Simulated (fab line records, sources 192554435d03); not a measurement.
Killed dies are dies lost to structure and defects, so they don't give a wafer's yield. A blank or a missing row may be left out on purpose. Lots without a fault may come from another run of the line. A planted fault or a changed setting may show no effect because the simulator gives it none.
Split-lot experiment | flow n5_finfet | 7 lots, 21 wafers read, on a route of 1938 steps

THE SPLIT
At N5_MOL_CONTACT_COAG_CVD_140 (deposits W, target thk 66.5 nm, time 215 s), the setting target_thk_a was moved away from the recipe's 665 angstrom on 6 of the 21 wafers read, by -10.0% to +13.1%. The other wafers ran this setting at the recipe's value.

The reading is taken at the split's own step.

THE READING
W_of_MOL_CONTACT_COAG_CVD_140.thk_nm (the simulator's own value, which no gauge read), in nm, at N5_MOL_CONTACT_COAG_CVD_140 (deposits W, target thk 66.5 nm, time 215 s). The file gives no usual value for it. The 15 wafers here that ran the recipe average 66.8 nm, standard deviation 0.65 nm.

wafer  | tool, chamber at the split | target_thk_a as run, angstrom | against the recipe | W_of_MOL_CONTACT_COAG_CVD_140.thk_nm, nm | against lot-mates on the recipe
L074.2 | cvd_w-01, 0                | 665                           | recipe             | 66.6                                     | -
L074.3 | cvd_w-01, 0                | 665                           | recipe             | 67.4                                     | -
L074.4 | cvd_w-01, 1                | 665                           | recipe             | 66                                       | -
L085.2 | cvd_w-02, 1                | 665                           | recipe             | 67.8                                     | -
L085.3 | cvd_w-02, 1                | 665                           | recipe             | 67.2                                     | -
L085.4 | cvd_w-02, 0                | 598.6                         | -10.0%             | 61.2                                     | -6.3
L086.1 | cvd_w-01, 0                | 665                           | recipe             | 66.8                                     | -
L086.4 | cvd_w-01, 0                | 665                           | recipe             | 66.4                                     | -
L086.6 | cvd_w-01, 1                | 636.2                         | -4.3%              | 62.4                                     | -4.2
L088.3 | cvd_w-01, 1                | 665                           | recipe             | 66.2                                     | -
L088.4 | cvd_w-01, 0                | 665                           | recipe             | 67                                       | -
L088.5 | cvd_w-01, 1                | 665                           | recipe             | 66.4                                     | -
L091.1 | cvd_w-01, 0,1              | 665                           | recipe             | 67.4                                     | -
L091.5 | cvd_w-01, 0,1              | 665                           | recipe             | 67.4                                     | -
L091.4 | cvd_w-01, 1                | 665                           | recipe             | 67                                       | -
L092.3 | cvd_w-01, 1                | 665                           | recipe             | 67.6                                     | -
L092.5 | cvd_w-01, 1                | 733.9                         | +10.4%             | 74                                       | +7.5
L092.6 | cvd_w-01, 1                | 665                           | recipe             | 65.4                                     | -
L095.2 | cvd_w-02, 0                | 752.1                         | +13.1%             | 74                                       | no lot-mate on the recipe
L095.3 | cvd_w-02, 1                | 752.1                         | +13.1%             | 75.2                                     | no lot-mate on the recipe
L095.5 | cvd_w-02, 1                | 752.1                         | +13.1%             | 75.4                                     | no lot-mate on the recipe
Where a row lists several chambers, the file gives one row for several wafers and doesn't say which wafer went through which chamber.

THE FIT
A straight line over all 21 wafers: W_of_MOL_CONTACT_COAG_CVD_140.thk_nm changes by +0.631 nm for each +1% of target_thk_a; r = +0.98; the points scatter about the line by 0.77 nm.
The same after taking each lot's own level away (the mean of its wafers on the recipe; 18 wafers): +0.703 nm for each +1%; r = +0.97; scatter 0.61 nm.
On that fit, the largest move of target_thk_a shifts the reading by 9.2 nm.
The lots' own levels span 66.50 to 67.50 nm, that is 1.5 times the standard deviation above.
So the lot-to-lot level changes the slope: the two fits differ.
Check: with one of the wafers moved furthest among these (+10.4%) left out of the fit, the line predicts +6.99 nm for it against its lot-mates. It came out at +7.5 nm against them.

OTHER SPLITS ON THESE WAFERS
These wafers also went through other splits before the reading. Each is held against what the fit with the lots' levels taken away leaves over:
other split on the same wafers         | wafers away from the commonest value | r with W_of_MOL_CONTACT_COAG_CVD_140.thk_nm (lot level and that fit taken away)
N5_MOL_CONTACT_COAG_ETCH_110 bias_w    | 6                                    | -0.25
N5_MOL_CONTACT_COAG_VIA_ETCH_46 bias_w | 7                                    | -0.30

THE FILE'S OWN FIT
W_of_MOL_CONTACT_COAG_CVD_140.thk_nm changes by +0.703 nm for each +1% of target_thk_a, r = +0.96.
